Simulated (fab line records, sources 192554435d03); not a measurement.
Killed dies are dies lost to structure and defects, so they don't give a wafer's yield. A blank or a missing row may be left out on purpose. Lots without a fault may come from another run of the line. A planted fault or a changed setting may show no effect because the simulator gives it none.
fab line records | flow n5_finfet
record lots=24 wafers=72 last_day=21
route steps=1938 shown BEOL_M2@881
lots that met no fault: from a run of the same line without faults
start_h: hours from the record's first day to the start of the lot's first wafer shown | wait_h: hours since the lot's step before | " the same as in the row above | L1.1+2: a row that stands for several wafers | - no value, or no start given | * or withheld: withheld | < > ~ a bound
route shown NAME@n: a module of which the file shows steps, and the number in the route of the first | usual: mean/standard deviation of fault-free wafers | same: alike in all rows | chamber/n: place in a boat | sites: the reading at each site | _std_site: their standard deviation | _edge_site: outer sites' mean less inner sites' | radius_mm: how far each site lies from the wafer's centre | mask NAME#n: copy n | behind: the tool/chamber that last shaped the wafer | hold: why the lot was held/for how many hours/how that ended | device: the transistor (n, p or np) that didn't switch | end of line: the same wafers' tests at the end of the route | a step without rows: its recipe alone | killed: dies lost to structure and defects at the first sort, not the wafer's yield | map: a wafer's dies, x killed, . not, _ none there
set.NAME: the setting as run; set.NAME@STEP: as run at that earlier step | model.NAME: the simulator's own value behind a step, which no gauge read
steps of the route over a sample of lots; a table a step, a row a wafer
services: from which hour (start_h, from the record's first day; less than 0 if before it) a tool's chamber was out of use, for how many hours, and why
## steps
# step N5_BEOL_M2_ETCH_69
# recipe chemistry=CF4 target=SiARC target_depth_a=156 mask_material=CAR-EUV time_s=26 ion_energy_ev=80 pressure_mtorr=40 source_w=545 bias_w=36 Ar_flow_sccm=100 cf4_flow_sccm=100 ends=cleared
# usual drypump_motor_current_A=5.68/0.2 etch_rf_on_time_s=26.2/0.91 oes_product_au=0.68/0.075 rf_vpp_V=183.9/1.1 showerhead_plenum_p_Torr=2.13/0.063 throttle_valve_pct=15.65/0.2
# columns lot.wafer tool chamber start_h wait_h drypump_motor_current_A etch_rf_on_time_s oes_product_au rf_hours_counter_h rf_vpp_V showerhead_plenum_p_Torr throttle_valve_pct
L074.1 rie_diel-04 3 177.63 0.0 5.22 27.3 0.62 166 184.8 2.21 15.93
L074.4 " 2 " " 5.39 27.1 0.58 237 183.3 2.20 15.75
L074.6 " 3 " " 5.24 27.3 0.62 - 185.8 2.21 15.93
L075.2 rie_diel-04 3 178.80 0.0 5.26 26.8 0.63 167 184.7 2.21 15.92
L075.3 " 2 " " 5.40 26.7 0.59 237 184.7 2.20 15.75
L075.4 " 1 " " 5.92 25.1 0.85 2 183.4 2.08 15.25
L077.2 rie_diel-03 0 181.88 0.0 5.53 25.7 0.60 201 184.9 2.12 15.65
L077.3 " 1 " " 5.78 25.6 0.69 109 183.5 2.06 15.68
L077.5 " 3 " " 5.68 26.8 0.67 - 183.0 2.06 15.55
L076.2 rie_diel-03 1 182.06 0.0 5.78 25.6 0.69 109 183.0 2.06 15.68
L076.4 " 2 " " 5.97 26.8 0.62 170 186.1 2.21 15.66
L076.6 " 2 " " 5.95 26.7 0.62 - 185.9 2.21 15.67
L078.2 rie_diel-03 0 191.66 0.0 5.50 25.8 0.60 206 184.6 2.11 15.66
L078.4 " 3 " " 5.65 27.1 0.66 132 183.5 2.06 15.56
L078.5 " 1 " " 5.77 25.9 0.68 - 183.4 2.06 15.69
L079.4 rie_diel-03 1 202.97 0.0 5.78 25.6 0.68 117 182.8 2.06 15.69
L079.5 " 2 " " 5.95 27.0 0.62 - 185.4 2.21 15.66
L079.6 " 3 " " 5.63 27.0 0.67 - 183.3 2.06 15.57
L080.2 rie_diel-03 1 206.31 0.0 5.78 25.6 0.68 119 183.7 2.06 15.68
L080.4 " 0 " " 5.54 25.3 0.60 211 184.7 2.11 15.66
L080.5 " 2 " " 5.99 26.9 0.62 - 184.8 2.21 15.68
L082.3 rie_diel-04 3 206.41 0.0 5.23 26.8 0.62 178 185.2 2.20 15.95
L082.4 " 0 " " 5.86 24.9 0.79 24 183.3 2.10 15.61
L082.6 " 0 " " 5.83 25.1 0.79 - 183.4 2.10 15.61
L084.1 rie_diel-03 3 207.37 0.0 5.68 27.3 0.66 137 183.4 2.06 15.59
L084.4 " 3 " " 5.67 27.3 0.65 - 182.7 2.06 15.57
L084.5 " 1 " " 5.78 25.7 0.68 - 181.5 2.06 15.70
L081.3 rie_diel-01 0 207.71 0.0 5.75 25.7 0.70 100 181.7 2.08 15.60
L081.5 " 0 " " 5.73 25.6 0.71 - 183.6 2.08 15.61
L081.6 " 2 " " 5.64 28.0 0.61 - 184.6 2.13 16.02
L086.2 rie_diel-01 2 211.61 0.0 5.64 27.8 0.62 174 184.4 2.13 16.02
L086.3 " 0 " " 5.73 25.3 0.70 102 182.1 2.08 15.62
L086.4 " 1 " " 5.55 25.9 0.71 - 185.1 2.25 15.62
L083.2 rie_diel-01 1 213.27 0.0 5.55 26.2 0.71 80 185.8 2.25 15.64
L083.3 " 2 " " 5.64 28.3 0.61 174 184.9 2.13 16.02
L083.6 " 1 " " 5.55 26.0 0.70 - 184.1 2.25 15.64
L085.2 rie_diel-03 2 230.02 0.0 5.96 27.1 0.61 187 184.8 2.21 15.70
L085.3 " 0 " " 5.52 25.2 0.60 218 183.8 2.11 15.70
L085.4 " 3 " " 5.66 27.3 0.65 145 183.7 2.06 15.59
L087.1 rie_diel-01 2 233.24 0.0 5.64 27.9 0.61 181 183.2 2.13 16.03
L087.2 " 0 " " 5.71 25.1 0.70 111 183.7 2.08 15.62
L087.6 " 1 " " 5.55 25.7 0.69 - 186.4 2.24 15.65
L088.2 rie_diel-03 1 237.52 0.0 5.78 25.6 0.68 131 183.2 2.06 15.71
L088.5 " 0 " " 5.52 25.2 0.61 - 183.2 2.11 15.68
L088.6 " 1 " " 5.78 25.6 0.67 - 183.4 2.06 15.72
L089.1 rie_diel-03 3 242.37 0.0 5.67 26.9 0.66 149 182.8 2.06 15.62
L089.2 " 1 " " 5.76 25.4 0.68 133 182.7 2.06 15.72
L089.4 " 0 " " 5.51 24.9 0.60 222 183.2 2.11 15.72
L090.3 rie_diel-04 1 245.81 0.0 5.89 25.2 0.78 23 182.2 2.08 15.28
L090.4 " 3 " " 5.25 27.2 0.61 190 184.7 2.20 15.97
L090.6 " 3 " " 5.23 27.1 0.60 - 185.5 2.20 15.96
L091.3 rie_diel-01 0 246.46 0.0 5.74 25.4 0.70 115 182.0 2.08 15.63
L091.4 " 1 " " 5.52 25.6 0.70 93 185.7 2.24 15.66
L091.5 " 1 " " 5.54 25.9 0.70 - 184.8 2.24 15.66
L092.2 rie_diel-03 2 261.28 0.0 5.95 27.3 0.60 198 185.6 2.20 15.72
L092.3 " 0 " " 5.52 25.4 0.59 231 183.5 2.11 15.72
L092.5 " 2 " " 5.98 27.3 0.60 - 184.2 2.20 15.72
L093.2 rie_diel-04 3 261.49 0.0 5.23 27.4 0.61 194 184.5 2.20 15.99
L093.3 " 0 " " 5.87 25.4 0.75 41 182.8 2.09 15.63
L093.6 " 0 " " 5.86 25.5 0.75 - 182.9 2.09 15.63
L094.2 rie_diel-04 0 267.48 0.0 5.85 25.2 0.77 42 184.8 2.09 15.63
L094.3 " 1 " " 5.87 25.5 0.78 28 183.5 2.07 15.28
L094.4 " 3 " " 5.23 27.9 0.60 195 185.3 2.20 15.98
L096.1 rie_diel-04 3 267.59 0.0 5.24 27.8 0.60 195 184.2 2.20 15.98
L096.2 " 2 " " 5.39 25.9 0.82 10 184.3 2.19 15.32
L096.5 " 1 " " 5.88 25.6 0.78 - 183.8 2.07 15.29
L095.1 rie_diel-01 1 272.45 0.0 5.56 25.9 0.69 100 187.0 2.24 15.67
L095.2 " 2 " " 5.64 27.7 0.60 192 184.5 2.13 16.06
L095.6 " 3 " " 5.85 26.4 0.78 - 181.9 2.11 15.25
L097.4 rie_diel-03 3 278.29 0.0 5.67 27.1 0.65 156 183.4 2.06 15.60
L097.5 " 1 " " 5.79 25.9 0.65 - 183.9 2.05 15.76
L097.6 " 0 " " 5.53 25.3 0.59 - 181.9 2.10 15.73
# step N5_BEOL_M2_VIA_ETCH_34
# recipe chemistry=C4F6/O2 target_depth_a=694 mask_material=SOC pressure_mtorr=15 ion_energy_ev=250 taper_deg=4 time_s=65.9 source_w=350 bias_w=170 Ar_flow_sccm=300 C4F6_flow_sccm=10 O2_flow_sccm=10
# usual drypump_motor_current_A=5.67/0.22 oes_f_703_au=0.80/0.096 oes_product_au=0.80/0.088 rf_vpp_V=671/24 showerhead_plenum_p_Torr=2.83/0.081 throttle_valve_pct=30.7/0.32
# columns lot.wafer tool chamber start_h wait_h drypump_motor_current_A oes_f_703_au oes_product_au rf_hours_counter_h rf_vpp_V showerhead_plenum_p_Torr throttle_valve_pct
L074.1 rie_diel-04 0 180.52 0.0 5.85 0.95 0.94 15 672 2.78 30.8
L074.4 " 1 " " 5.88 1.03 0.98 2 675 2.76 30.1
L074.6 " 3 " " 5.24 0.71 0.74 - 680 2.91 30.8
L075.2 rie_diel-01 3 180.76 0.0 5.82 0.66 0.67 246 690 2.79 30.5
L075.3 " 1 " " 5.55 0.80 0.85 66 713 2.99 30.9
L075.4 " 2 " " 5.64 0.70 0.74 160 691 2.84 31.2
L077.2 rie_diel-03 2 183.01 0.0 5.97 0.75 0.73 170 665 2.94 30.7
L077.3 " 1 " " 5.77 0.84 0.79 110 635 2.75 31.2
L077.5 " 0 " " 5.54 0.75 0.70 - 639 2.81 30.8
L076.2 rie_diel-04 3 185.92 0.0 5.22 0.71 0.73 170 681 2.91 30.8
L076.4 " 2 " " 5.43 0.68 0.68 241 680 2.92 30.6
L076.6 " 2 " " 5.42 0.68 0.68 - 680 2.92 30.6
L078.2 rie_diel-03 3 192.71 0.0 5.67 0.79 0.77 132 651 2.75 30.7
L078.4 " 2 " " 5.99 0.74 0.73 174 665 2.93 30.7
L078.5 " 1 " " 5.78 0.83 0.80 - 634 2.75 31.2
L079.4 rie_diel-01 1 210.08 0.0 5.56 0.79 0.83 - 713 2.98 30.9
L079.5 " 0 " " 5.73 0.83 0.82 - 628 2.76 30.8
L079.6 " 2 " " 5.63 0.70 0.73 - 692 2.84 31.2
L080.2 rie_diel-03 3 210.24 0.0 5.66 0.78 0.75 138 651 2.74 30.7
L080.4 " 1 " " 5.78 0.82 0.78 - 634 2.75 31.3
L080.5 " 3 " " 5.65 0.78 0.76 - 650 2.74 30.7
L082.3 rie_diel-04 3 210.29 0.0 5.23 0.70 0.72 179 681 2.90 30.8
L082.4 " 3 " " 5.22 0.71 0.73 - 682 2.90 30.8
L082.6 " 0 " " 5.86 0.92 0.92 - 672 2.77 30.8
L084.1 rie_diel-04 3 214.17 0.0 5.24 0.70 0.73 181 680 2.90 30.8
L084.4 " 0 " " 5.87 0.92 0.91 - 671 2.77 30.8
L084.5 " 3 " " 5.25 0.70 0.73 - 681 2.90 30.8
L081.3 rie_diel-03 1 217.76 0.0 5.78 0.82 0.78 124 633 2.75 31.3
L081.5 " 2 " " 5.99 0.74 0.72 - 664 2.93 30.7
L081.6 " 3 " " 5.64 0.78 0.76 - 651 2.74 30.7
L086.2 rie_diel-01 0 220.37 0.0 5.73 0.82 0.81 106 629 2.76 30.8
L086.3 " 2 " " 5.65 0.68 0.73 177 693 2.83 31.2
L086.4 " 3 " " 5.84 0.93 0.97 2 690 2.78 30.2
L083.2 rie_diel-01 3 235.51 0.0 5.85 0.91 0.95 7 688 2.78 30.2
L083.3 " 0 " " 5.73 0.82 0.80 112 628 2.76 30.8
L083.6 " 1 " " 5.56 0.78 0.83 - 712 2.98 30.9
L085.2 rie_diel-01 2 249.86 0.0 5.64 0.69 0.72 185 692 2.83 31.2
L085.3 " 1 " " 5.53 0.77 0.82 93 712 2.98 30.9
L085.4 " 3 " " 5.89 0.90 0.93 10 692 2.78 30.3
L087.1 rie_diel-03 1 265.71 0.0 5.76 0.81 0.76 142 634 2.74 31.3
L087.2 " 2 " " 5.98 0.72 0.71 200 664 2.92 30.7
L087.6 " 1 " " 5.78 0.80 0.76 - 633 2.74 31.3
L088.2 rie_diel-04 3 270.81 0.0 5.23 0.69 0.71 196 681 2.90 30.8
L088.5 " 1 " " 5.91 0.95 0.92 - 676 2.75 30.1
L088.6 " 2 " " 5.41 0.93 0.96 - 679 2.91 30.6
L089.1 rie_diel-04 0 271.29 0.0 5.87 0.90 0.88 43 671 2.77 30.8
L089.2 " 1 " " 5.92 0.95 0.90 29 673 2.75 30.1
L089.4 " 2 " " 5.42 0.92 0.96 11 679 2.91 30.6
L090.3 rie_diel-03 1 283.73 0.0 5.78 0.80 0.76 150 633 2.73 31.3
L090.4 " 3 " " 5.67 0.76 0.76 158 650 2.73 30.7
L090.6 " 0 " " 5.53 0.72 0.69 - 638 2.79 30.8
L092.2 rie_diel-01 1 289.35 0.0 5.55 0.76 0.82 105 712 2.97 30.9
L092.3 " 0 " " 5.73 0.80 0.80 128 628 2.75 30.8
L092.5 " 2 " " 5.65 0.68 0.72 - 692 2.82 31.2
L091.3 rie_diel-04 3 292.16 0.0 5.25 0.69 0.70 201 680 2.89 30.8
L091.4 " 1 " " 5.95 0.94 0.89 34 674 2.74 30.1
L091.5 " 3 " " 5.24 0.69 0.70 - 682 2.89 30.8
L094.2 rie_diel-01 1 300.18 0.0 5.55 0.75 0.80 111 712 2.97 30.9
L094.3 " 0 " " 5.75 0.80 0.79 132 629 2.75 30.8
L094.4 " 2 " " 5.65 0.67 0.72 203 692 2.82 31.2
L093.2 rie_diel-01 1 303.77 0.0 5.59 0.76 0.79 112 711 2.97 30.9
L093.3 " 3 " " 5.89 0.86 0.89 28 690 2.77 30.3
L093.6 " 2 " " 5.64 0.67 0.71 - 691 2.82 31.2
L096.1 rie_diel-04 0 309.14 0.0 5.87 0.88 0.86 53 671 2.76 30.8
L096.2 " 2 " " 5.45 0.89 0.94 22 679 2.90 30.6
L096.5 " 3 " " 5.24 0.68 0.70 - 682 2.89 30.8
L095.1 rie_diel-04 1 317.33 0.0 5.94 0.92 0.88 43 674 2.74 30.1
L095.2 " 2 " " 5.43 0.88 0.92 25 680 2.90 30.6
L095.6 " 2 " " 5.43 0.89 0.91 - 680 2.90 30.6
L097.4 rie_diel-04 3 333.69 0.0 5.21 0.68 0.68 - 680 2.89 30.8
L097.5 " 1 " " 5.88 0.92 0.88 - 674 2.74 30.1
L097.6 " 0 " " 5.85 0.87 0.86 - 672 2.76 30.8
# step N5_BEOL_M2_TRENCH_ETCH_37
# recipe chemistry=C4F6/O2 target_depth_a=555.55 target=SiOC time_s=29.2 ion_energy_ev=250 pressure_mtorr=30 source_w=355 bias_w=185 Ar_flow_sccm=300 C4F6_flow_sccm=10 O2_flow_sccm=10
# usual drypump_motor_current_A=5.67/0.22 oes_f_703_au=0.80/0.096 oes_product_au=0.80/0.089 rf_vpp_V=671/25 showerhead_plenum_p_Torr=2.83/0.081 throttle_valve_pct=20.88/0.25
# columns lot.wafer tool chamber start_h wait_h drypump_motor_current_A oes_f_703_au oes_product_au rf_hours_counter_h rf_vpp_V showerhead_plenum_p_Torr throttle_valve_pct
L074.1 rie_diel-04 0 - - 5.84 0.96 0.94 15 671 2.78 20.85
L074.4 " 1 " " 5.90 1.03 0.99 2 674 2.76 20.43
L074.6 " 3 " " 5.24 0.71 0.75 - 683 2.91 21.04
L075.2 rie_diel-01 3 - - 5.87 0.66 0.68 246 689 2.79 20.75
L075.3 " 1 " " 5.54 0.80 0.84 66 714 3.00 20.91
L075.4 " 2 " " 5.63 0.71 0.73 160 694 2.85 21.26
L077.2 rie_diel-03 2 - - 5.98 0.74 0.74 170 664 2.94 20.85
L077.3 " 1 " " 5.79 0.84 0.79 110 634 2.76 21.07
L077.5 " 0 " " 5.55 0.75 0.69 - 639 2.81 20.85
L076.2 rie_diel-04 3 - - 5.23 0.70 0.74 170 682 2.91 21.04
L076.4 " 2 " " 5.38 0.67 0.67 241 680 2.92 20.93
L076.6 " 2 " " 5.40 0.67 0.68 - 681 2.92 20.91
L078.2 rie_diel-03 3 - - 5.67 0.78 0.77 132 651 2.75 20.83
L078.4 " 2 " " 5.99 0.74 0.73 174 664 2.94 20.86
L078.5 " 1 " " 5.77 0.83 0.79 - 633 2.75 21.09
L079.4 rie_diel-01 1 - - 5.56 0.79 0.84 - 713 2.99 20.95
L079.5 " 0 " " 5.72 0.82 0.83 - 627 2.76 20.86
L079.6 " 2 " " 5.65 0.69 0.73 - 695 2.84 21.30
L080.2 rie_diel-03 3 - - 5.64 0.78 0.76 138 650 2.75 20.82
L080.4 " 1 " " 5.78 0.83 0.78 - 632 2.75 21.08
L080.5 " 3 " " 5.67 0.78 0.76 - 651 2.75 20.83
L082.3 rie_diel-04 3 - - 5.24 0.70 0.72 179 682 2.91 21.05
L082.4 " 3 " " 5.23 0.70 0.73 - 681 2.91 21.04
L082.6 " 0 " " 5.92 0.93 0.91 - 672 2.78 20.87
L084.1 rie_diel-04 3 - - 5.23 0.69 0.73 181 682 2.91 21.05
L084.4 " 0 " " 5.89 0.92 0.91 - 670 2.78 20.88
L084.5 " 3 " " 5.23 0.69 0.72 - 681 2.91 21.06
L081.3 rie_diel-03 1 - - 5.78 0.83 0.79 124 634 2.75 21.09
L081.5 " 2 " " 5.95 0.73 0.72 - 663 2.93 20.87
L081.6 " 3 " " 5.66 0.77 0.77 - 651 2.75 20.84
L086.2 rie_diel-01 0 - - 5.74 0.82 0.80 106 628 2.76 20.84
L086.3 " 2 " " 5.63 0.69 0.72 177 693 2.84 21.32
L086.4 " 3 " " 5.87 0.93 0.98 2 690 2.79 20.35
L083.2 rie_diel-01 3 - - 5.89 0.91 0.95 7 689 2.79 20.37
L083.3 " 0 " " 5.74 0.82 0.82 112 628 2.76 20.87
L083.6 " 1 " " 5.56 0.77 0.82 - 713 2.98 20.93
L085.2 rie_diel-01 2 - - 5.65 0.68 0.72 185 693 2.84 21.33
L085.3 " 1 " " 5.55 0.77 0.82 93 714 2.98 20.97
L085.4 " 3 " " 5.87 0.89 0.93 10 688 2.78 20.40
L087.1 rie_diel-03 1 - - 5.78 0.81 0.76 142 633 2.74 21.10
L087.2 " 2 " " 5.94 0.72 0.71 200 664 2.93 20.90
L087.6 " 1 " " 5.79 0.81 0.77 - 632 2.74 21.11
L088.2 rie_diel-04 3 - - 5.23 0.70 0.71 196 682 2.90 21.07
L088.5 " 1 " " 5.88 0.95 0.90 - 675 2.75 20.45
L088.6 " 2 " " 5.42 0.92 0.96 - 680 2.91 20.64
L089.1 rie_diel-04 0 - - 5.87 0.90 0.88 43 671 2.77 20.91
L089.2 " 1 " " 5.93 0.95 0.91 29 675 2.75 20.47
L089.4 " 2 " " 5.41 0.92 0.97 11 680 2.91 20.64
L090.3 rie_diel-03 1 - - 5.77 0.80 0.77 150 633 2.74 21.13
L090.4 " 3 " " 5.67 0.76 0.76 158 650 2.74 20.88
L090.6 " 0 " " 5.54 0.72 0.68 - 638 2.79 20.93
L092.2 rie_diel-01 1 - - 5.53 0.76 0.81 106 712 2.98 20.96
L092.3 " 0 " " 5.72 0.80 0.80 128 626 2.75 20.87
L092.5 " 2 " " 5.64 0.67 0.72 - 692 2.83 21.33
L091.3 rie_diel-04 3 - - 5.24 0.68 0.71 201 683 2.90 21.08
L091.4 " 1 " " 5.84 0.94 0.90 34 675 2.75 20.47
L091.5 " 3 " " 5.25 0.68 0.71 - 681 2.90 21.08
L094.2 rie_diel-01 1 - - 5.52 0.75 0.80 111 712 2.97 20.99
L094.3 " 0 " " 5.74 0.80 0.79 132 628 2.75 20.90
L094.4 " 2 " " 5.64 0.68 0.71 203 691 2.83 21.36
L093.2 rie_diel-01 1 - - 5.57 0.75 0.80 112 712 2.97 20.99
L093.3 " 3 " " 5.88 0.85 0.89 28 692 2.78 20.41
L093.6 " 2 " " 5.65 0.67 0.72 - 693 2.83 21.35
L096.1 rie_diel-04 0 - - 5.85 0.88 0.86 53 671 2.77 20.94
L096.2 " 2 " " 5.41 0.90 0.94 22 680 2.91 20.65
L096.5 " 3 " " 5.23 0.68 0.70 - 681 2.89 21.09
L095.1 rie_diel-04 1 - - 5.89 0.92 0.87 43 673 2.74 20.47
L095.2 " 2 " " 5.37 0.89 0.92 25 680 2.91 20.68
L095.6 " 2 " " 5.43 0.89 0.91 - 681 2.91 20.67
L097.4 rie_diel-04 3 - - 5.24 0.68 0.70 - 681 2.89 21.08
L097.5 " 1 " " 5.93 0.91 0.87 - 673 2.74 20.48
L097.6 " 0 " " 5.88 0.87 0.85 - 671 2.76 20.94
# step N5_BEOL_M2_CD_MEAS_35
# recipe target_cd_nm=18 target_cd_y_nm=22.2 polarity=opening
# usual cd_nm=18.1/0.48
# columns lot.wafer tool chamber start_h wait_h cd_nm
L074.1 cd_sem-02 - 180.93 0.0 17.9
L074.4 " - " " 18.1
L074.6 " - " " 18.0
L075.2 cd_sem-02 - 181.17 0.0 19.0
L075.3 " - " " 17.9
L075.4 " - " " 18.4
L077.2 cd_sem-01 - 183.42 0.0 17.8
L077.3 " - " " 18.7
L077.5 " - " " 17.4
L076.2 cd_sem-01 - 186.35 0.0 18.8
L076.4 " - " " 17.3
L076.6 " - " " 16.9
L078.2 cd_sem-01 - 193.12 0.0 18.9
L078.4 " - " " 18.1
L078.5 " - " " 18.4
L079.4 cd_sem-01 - 210.46 0.0 18.9
L079.5 " - " " 17.6
L079.6 " - " " 18.0
L080.2 cd_sem-03 - 210.65 0.0 18.1
L080.4 " - " " 19.1
L080.5 " - " " 17.7
L082.3 cd_sem-03 - 210.70 0.0 18.6
L082.4 " - " " 17.6
L082.6 " - " " 17.8
L084.1 cd_sem-01 - 214.57 0.0 18.3
L084.4 " - " " 18.1
L084.5 " - " " 18.3
L081.3 cd_sem-01 - 218.17 0.0 17.7
L081.5 " - " " 18.8
L081.6 " - " " 18.2
L086.2 cd_sem-01 - 220.78 0.0 18.4
L086.3 " - " " 18.5
L086.4 " - " " 18.6
L083.2 cd_sem-01 - 235.92 0.0 18.7
L083.3 " - " " 19.0
L083.6 " - " " 19.0
L085.2 cd_sem-01 - 250.28 0.0 17.9
L085.3 " - " " 17.9
L085.4 " - " " 17.7
L087.1 cd_sem-01 - 266.12 0.0 18.0
L087.2 " - " " 17.9
L087.6 " - " " 18.5
L088.2 cd_sem-03 - 271.23 0.0 18.3
L088.5 " - " " 18.4
L088.6 " - " " 18.1
L089.1 cd_sem-01 - 271.70 0.0 18.0
L089.2 " - " " 18.1
L089.4 " - " " 17.2
L090.3 cd_sem-01 - 284.14 0.0 18.0
L090.4 " - " " 18.8
L090.6 " - " " 17.7
L092.2 cd_sem-01 - 289.75 0.0 18.3
L092.3 " - " " 17.9
L092.5 " - " " 18.1
L091.3 cd_sem-03 - 292.57 0.0 17.6
L091.4 " - " " 17.9
L091.5 " - " " 18.4
L094.2 cd_sem-02 - 300.59 0.0 18.2
L094.3 " - " " 18.1
L094.4 " - " " 18.3
L093.2 cd_sem-01 - 304.18 0.0 18.8
L093.3 " - " " 18.7
L093.6 " - " " 19.0
L096.1 cd_sem-02 - 309.55 0.0 18.7
L096.2 " - " " 17.5
L096.5 " - " " 18.4
L095.1 cd_sem-01 - 317.73 0.0 19.2
L095.2 " - " " 18.1
L095.6 " - " " 17.2
L097.4 cd_sem-02 - 334.08 0.0 18.5
L097.5 " - " " 18.8
L097.6 " - " " 18.3
# step N5_BEOL_M2_SPUTTER_79
# recipe material=Cu target_thk_a=45 temp_c=-20 chamber_pressure_pa=0.07 power_w=withheld time_s=8.29
# usual throttle_valve_pct=29.9/0.62
# columns lot.wafer tool chamber start_h wait_h throttle_valve_pct
L074.1 pvd_sputter-02 - 182.29 0.1 29.8
L074.4 " - " " 29.5
L074.6 " - " " 30.4
L075.2 pvd_sputter-01 - 183.16 0.1 29.9
L075.3 " - " " 31.5
L075.4 " - " " 29.4
L077.2 pvd_sputter-02 - 184.85 0.1 29.6
L077.3 " - " " 29.8
L077.5 " - " " 29.5
L076.2 pvd_sputter-03 - 187.82 0.1 31.1
L076.4 " - " " 29.3
L076.6 " - " " 29.3
L078.2 pvd_sputter-01 - 194.83 0.1 29.3
L078.4 " - " " 29.7
L078.5 " - " " 31.2
L079.4 pvd_sputter-03 - 211.82 0.1 29.5
L079.5 " - " " 30.3
L079.6 " - " " 28.8
L080.2 pvd_sputter-01 - 212.75 0.1 30.9
L080.4 " - " " 29.2
L080.5 " - " " 29.7
L082.3 pvd_sputter-02 - 213.00 0.1 30.5
L082.4 " - " " 29.7
L082.6 " - " " 30.4
L084.1 pvd_sputter-01 - 217.73 0.1 29.2
L084.4 " - " " 31.2
L084.5 " - " " 31.1
L081.3 pvd_sputter-01 - 219.57 0.1 31.2
L081.5 " - " " 29.5
L081.6 " - " " 29.8
L086.2 pvd_sputter-02 - 222.04 0.1 30.1
L086.3 " - " " 29.3
L086.4 " - " " 29.4
L083.2 pvd_sputter-03 - 238.80 0.1 28.5
L083.3 " - " " 29.6
L083.6 " - " " 30.2
L085.2 pvd_sputter-02 - 253.26 0.1 29.7
L085.3 " - " " 29.4
L085.4 " - " " 30.5
L087.1 pvd_sputter-01 - 267.06 0.1 29.8
L087.2 " - " " 29.6
L087.6 " - " " 29.6
L089.1 pvd_sputter-02 - 273.21 0.1 29.5
L089.2 " - " " 29.6
L089.4 " - " " 30.2
L088.2 pvd_sputter-02 - 275.05 0.1 29.8
L088.5 " - " " 29.4
L088.6 " - " " 30.7
L090.3 pvd_sputter-01 - 286.55 0.1 29.9
L090.4 " - " " 29.4
L090.6 " - " " 31.2
L092.2 pvd_sputter-02 - 290.78 0.1 29.8
L092.3 " - " " 29.6
L092.5 " - " " 30.4
L091.3 pvd_sputter-01 - 294.13 0.1 29.4
L091.4 " - " " 31.1
L091.5 " - " " 29.9
L094.2 pvd_sputter-02 - 303.07 0.1 29.6
L094.3 " - " " 30.3
L094.4 " - " " 29.3
L093.2 pvd_sputter-02 - 305.54 0.1 29.7
L093.3 " - " " 30.3
L093.6 " - " " 29.3
L096.1 pvd_sputter-02 - 311.17 0.1 29.5
L096.2 " - " " 29.6
L096.5 " - " " 30.3
L095.1 pvd_sputter-02 - 318.71 0.1 30.5
L095.2 " - " " 30.0
L095.6 " - " " 29.6
L097.4 pvd_sputter-02 - 335.30 0.1 30.4
L097.5 " - " " 29.7
L097.6 " - " " 30.0
# step N5_BEOL_M2_ANNEAL_87
# recipe temp_c=400 time_s=240 ambient=vacuum
# usual heater_power_w=782/74
# columns lot.wafer tool chamber start_h wait_h heater_power_w
L074.1 pvd_sputter-02 - 182.81 0.0 704
L074.4 " - " " 767
L074.6 " - " " 836
L075.2 pvd_sputter-01 - 183.68 0.0 912
L075.3 " - " " 744
L075.4 " - " " 780
L077.2 pvd_sputter-02 - 185.37 0.0 687
L077.3 " - " " 772
L077.5 " - " " 705
L076.2 pvd_sputter-03 - 188.34 0.0 809
L076.4 " - " " 744
L076.6 " - " " 758
L078.2 pvd_sputter-01 - 195.35 0.0 781
L078.4 " - " " 819
L078.5 " - " " 733
L079.4 pvd_sputter-03 - 212.34 0.0 754
L079.5 " - " " 830
L079.6 " - " " 668
L080.2 pvd_sputter-01 - 213.27 0.0 735
L080.4 " - " " 792
L080.5 " - " " 900
L082.3 pvd_sputter-02 - 213.52 0.0 867
L082.4 " - " " 706
L082.6 " - " " 857
L084.1 pvd_sputter-01 - 218.25 0.0 786
L084.4 " - " " 715
L084.5 " - " " 725
L081.3 pvd_sputter-01 - 220.09 0.0 736
L081.5 " - " " 863
L081.6 " - " " 890
L086.2 pvd_sputter-02 - 222.56 0.0 763
L086.3 " - " " 686
L086.4 " - " " 702
L083.2 pvd_sputter-03 - 239.32 0.0 667
L083.3 " - " " 761
L083.6 " - " " 829
L085.2 pvd_sputter-02 - 253.78 0.0 763
L085.3 " - " " 705
L085.4 " - " " 886
L087.1 pvd_sputter-01 - 267.58 0.0 882
L087.2 " - " " 882
L087.6 " - " " 857
L089.1 pvd_sputter-02 - 273.73 0.0 709
L089.2 " - " " 714
L089.4 " - " " 860
L088.2 pvd_sputter-02 - 275.57 0.0 707
L088.5 " - " " 707
L088.6 " - " " 862
L090.3 pvd_sputter-01 - 287.07 0.0 932
L090.4 " - " " 778
L090.6 " - " " 736
L092.2 pvd_sputter-02 - 291.30 0.0 785
L092.3 " - " " 691
L092.5 " - " " 841
L091.3 pvd_sputter-01 - 295.33 0.0 807
L091.4 " - " " 747
L091.5 " - " " 892
L094.2 pvd_sputter-02 - 303.63 0.0 718
L094.3 " - " " 822
L094.4 " - " " 690
L093.2 pvd_sputter-02 - 306.10 0.0 714
L093.3 " - " " 871
L093.6 " - " " 711
L096.1 pvd_sputter-02 - 311.69 0.0 691
L096.2 " - " " 694
L096.5 " - " " 873
L095.1 pvd_sputter-02 - 319.23 0.0 836
L095.2 " - " " 769
L095.6 " - " " 695
L097.4 pvd_sputter-02 - 335.82 0.0 860
L097.5 " - " " 674
L097.6 " - " " 777
## services
# columns tool chamber start_h hours kind
rie_diel-01 3 191.56 - clean
rie_diel-01 3 191.56 - consumable_replace:focus_ring
rie_diel-01 3 191.56 22.6 scheduled_down
rie_diel-01 3 191.56 22.6 vent_cycle
rie_diel-03 0 206.78 4.0 repair
rie_diel-04 2 209.91 - clean
rie_diel-04 2 209.91 - consumable_replace:focus_ring
rie_diel-04 2 209.91 14.3 scheduled_down
rie_diel-04 2 209.91 14.3 vent_cycle
pvd_sputter-03 - 216.35 1.0 repair
rie_diel-03 2 238.86 1.8 repair
rie_diel-03 3 254.51 19.3 repair
rie_diel-03 3 289.92 5.3 repair
rie_diel-04 0 298.90 4.3 repair
rie_diel-03 0 309.46 - clean
rie_diel-03 0 309.46 - consumable_replace:focus_ring
rie_diel-03 0 309.46 30.7 scheduled_down
rie_diel-03 0 309.46 30.7 vent_cycle
rie_diel-04 2 332.82 4.0 repair
## key
fault none
